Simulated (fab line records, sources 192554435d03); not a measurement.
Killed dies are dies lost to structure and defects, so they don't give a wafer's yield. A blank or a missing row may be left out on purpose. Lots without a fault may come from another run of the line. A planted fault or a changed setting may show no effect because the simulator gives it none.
A struck lot beside a sound one | flow n5_finfet | 38 steps out of a route of 1938
Sound: wafers L690.1, L690.3, L690.6. Struck: wafers L698.2, L698.4, L698.6. The cause comes at the end.
At each step with rows: each side's tool, then ch and its chambers, then its first start. Under that, the readings that differ: sound wafers | struck wafers | difference of the means | sigmas: that difference in standard deviations of wafers without a fault.
alike: readings whose means differ by less than 2 such deviations, and words and numbers that are the same on both sides. not compared: withheld readings, readings that some wafer has no value for, bounds like >300 that may hide the same value, and numbers for which the record gives no deviation and whose values overlap.
The two part at a step that has a row with sigmas, a row that says differs or no value, or rows on one side only. Numbers that don't overlap but have no deviation are shown without sigmas and don't part them. A reading that every wafer of one side lacks parts them only if that side has two wafers or more.

first, 9 steps without rows for these wafers: N5_BEOL_M5_COAT_74 (time 60 s, resist thk 5 nm); N5_BEOL_M5_COAT_22 (resist thk 30 nm); N5_BEOL_M5_EBR_24; N5_BEOL_M5_SOFTBAKE_23 (time 60 s); N5_BEOL_M5_EXPOSE_25 (exposes mask V4, defocus 10 nm); N5_BEOL_M5_PEB_26 (peb time 60 s); N5_BEOL_M5_DEVELOP_27 (develop time 30 s); N5_BEOL_M5_DESCUM_33 (chemistry O2, time 7 s); N5_BEOL_M5_ETCH_75 (etches underlayer in N2/H2, target depth 6.5 nm, time 5.2 s).
N5_BEOL_M5_ETCH_67: etches SiARC in CF4, target depth 15.6 nm, time 26 s.
  sound on rie_diel-02 ch 1,2,3, day 9 10:28; struck on rie_diel-02 ch 2,3, day 12 18:02
  alike: chamber_pressure_mTorr, drypump_motor_current_A, etch_rf_on_time_s, oes_product_au, rf_vpp_V, showerhead_plenum_p_Torr, throttle_valve_pct
  not compared: rf_hours_counter_h
then, 27 steps without rows for these wafers: N5_BEOL_M5_ETCH_68 (etches SOC in N2/H2, target depth 80 nm, overetch 16 nm, time 120 s); N5_BEOL_M5_STRIP_69 (strips in N2/H2); N5_BEOL_M5_STRIP_76 (strips in N2/H2); N5_BEOL_M5_VIA_ETCH_34 (etches SiCOH lowk in C4F6/O2, target depth 88.3 nm, time 39.2 s); N5_BEOL_M5_STRIP_85 (strips in C4F6/O2); N5_BEOL_M5_STRIP_36 (strips in N2/H2); N5_BEOL_M5_TRENCH_ETCH_37 (etches SiCOH lowk in C4F6/O2, target depth 71.652 nm, time 24.7 s); N5_BEOL_M5_ETCH_41 (etches SiCN in CH3F/O2, target depth 31.5 nm, time 56.7 s); N5_BEOL_M5_STRIP_91 (strips in N2/H2, time 10 s); N5_BEOL_M5_HM_STRIP_39 (strips TiN in peroxide tin strip, target depth 25 nm, time 158 s); N5_BEOL_M5_SRD_40 (time 30 s); N5_BEOL_M5_PRECLEAN_42 (cleans in residue remover, time 60 s); N5_BEOL_M5_SRD_43 (time 30 s); N5_BEOL_M5_CURE_80 (cures SiCOH lowk, time 120 s); N5_BEOL_M5_DEGAS_44 (time 60 s); N5_BEOL_M5_PRE_CLEAN_45 (time 30 s); N5_BEOL_M5_ALD_86 (deposits TaN, pulse time 2 s, purge time 3 s, co reactant purge time 2 s); N5_BEOL_M5_SURFACE_TREAT_87; N5_BEOL_M5_CVD_47 (deposits Co from CCTBA/H2, target thk 3 nm, time 216 s); N5_BEOL_M5_SPUTTER_48 (material Cu, target thk 15 nm, time 27.62 s); N5_BEOL_M5_ANNEAL_49 (time 1800 s); N5_BEOL_M5_SPUTTER_81 (material Cu, target thk 15 nm, time 27.62 s); N5_BEOL_M5_ANNEAL_82 (time 1800 s); N5_BEOL_M5_SPUTTER_83 (material Cu, target thk 15 nm, time 27.62 s); N5_BEOL_M5_ANNEAL_84 (time 1800 s); N5_BEOL_M5_SPUTTER_88 (material Cu, target thk 15 nm, time 27.62 s); N5_BEOL_M5_ANNEAL_89 (time 1800 s).
-- the record jumps here: 4 days lie between the struck wafers' starts before and after (it left off in module BEOL_M5 and takes up again in module PASSIVATION, whose first step shown is number 1936 of the route) --
N5_PASSIVATION_PROBE_49:
  sound on prober-02, day 13 06:49; struck on prober-02, day 16 18:31
  reading                  | sound          | struck         | difference | sigmas
  defect_limited_yield (%) | 91.2 89.1 91.7 | 83.1 81.4 83.3 | -8.1       | -6
  killed_at_M4_up          | 15 20 3        | 142 156 140    | +133       | +24
  killed_at_front_end      | 57 56 43       | 25 29 30       | -24        | -2
  killed_dies              | 104 129 98     | 199 220 197    | +95        | +6
  killed_on_rim            | 12 13 11       | 29 9 26        | +9         | +2
  sort_bin_5_function (%)  | 5.4 7.6 5.3    | 10.2 11.9 9.3  | +4.4       | +5
  sort_n_pass              | 1076 1051 1082 | 981 960 983    | -95        | -6
  sort_yield_pct (%)       | 91.2 89.1 91.7 | 83.1 81.4 83.3 | -8.1       | -6
  alike: killed_at_M0_to_M3, killed_at_contacts, killed_at_other, killed_open, killed_short, sort_bin_4_leakage, sort_bin_6_memory

WHERE THEY PART
Only at N5_PASSIVATION_PROBE_49, within this record.

WHY: what the simulator had put in
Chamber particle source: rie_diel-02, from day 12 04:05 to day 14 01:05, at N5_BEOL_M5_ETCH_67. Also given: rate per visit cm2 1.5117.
